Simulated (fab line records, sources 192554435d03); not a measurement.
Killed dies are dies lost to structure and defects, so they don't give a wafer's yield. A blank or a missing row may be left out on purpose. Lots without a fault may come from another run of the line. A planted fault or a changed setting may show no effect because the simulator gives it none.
Chamber matching | flow n5_finfet | N5_BEOL_M15_ETCH_61 on rie_diel-01: 4 sister chambers
The step etches BARC in N2/H2, target depth 89 nm, overetch 26.7 nm, time 67.9 s. 14 wafers are shown with their chamber, then 7 later ones without.

WAFERS WITH THEIR CHAMBER
wafer  | chamber | drypump_motor_current_A (A) | showerhead_plenum_p_Torr (Torr) | oes_product_au (a.u.)
L078.1 | 2       | 5.0                         | 2.50                            | 0.84
L078.3 | 0       | 4.9                         | 2.58                            | 0.71
L078.6 | 3       | 5.3                         | 2.42                            | 0.59
L085.2 | 1       | 5.8                         | 2.57                            | 0.69
L085.3 | 0       | 4.9                         | 2.58                            | 0.70
L085.6 | 2       | 5.0                         | 2.50                            | 0.81
L086.1 | 3       | 5.4                         | 2.42                            | 0.58
L086.2 | 0       | 4.9                         | 2.58                            | 0.70
L086.4 | 1       | 5.8                         | 2.57                            | 0.69
L087.2 | 3       | 5.4                         | 2.42                            | 0.58
L087.3 | 0       | 4.9                         | 2.58                            | 0.69
L087.6 | 1       | 5.8                         | 2.56                            | 0.69
L088.1 | 1       | 5.8                         | 2.56                            | 0.68
L088.2 | 2       | 5.0                         | 2.49                            | 0.79

SIGNATURES (means of the wafers above)
reading                  | chamber 0 | chamber 1 | chamber 2 | chamber 3 | scatter within a chamber
drypump_motor_current_A  | 4.900     | 5.800     | 5.000     | 5.367     | 0.0258
showerhead_plenum_p_Torr | 2.5800    | 2.5650    | 2.4967    | 2.4200    | 0.00408
oes_product_au           | 0.7000    | 0.6875    | 0.8133    | 0.5833    | 0.0127
Rule: a wafer's distance from a chamber is the root of the sum, over the readings, of the square of ((its reading less the chamber's mean) divided by the reading's scatter). The wafer belongs to the nearest chamber; if the next one is less than 2 further off, it can't be placed. The scatter: the root of (the sum of the squares of (reading less its chamber's mean) over the shown wafers, divided by (wafers less chambers)).

WAFERS WITHOUT THEIR CHAMBER
wafer  | drypump_motor_current_A (A) | showerhead_plenum_p_Torr (Torr) | oes_product_au (a.u.)
L088.4 | 5.3                         | 2.42                            | 0.58
L092.2 | 4.9                         | 2.57                            | 0.69
L092.4 | 5.8                         | 2.56                            | 0.68
L092.6 | 4.9                         | 2.57                            | 0.69
L097.2 | 5.3                         | 2.73                            | 0.82
L097.3 | 5.0                         | 2.48                            | 0.76
L097.6 | 5.3                         | 2.73                            | 0.81

WHICH CHAMBER EACH WENT THROUGH
wafer  | from the rows above | in truth
L088.4 | 3                   | 3
L092.2 | 0                   | 0
L092.4 | 1                   | 1
L092.6 | 0                   | 0
L097.2 | 0                   | 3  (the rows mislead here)
L097.3 | 2                   | 2
L097.6 | 0                   | 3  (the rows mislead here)
Placed correctly: 5 of 7. Can't be placed from these rows: 0. Placed wrongly: 2.
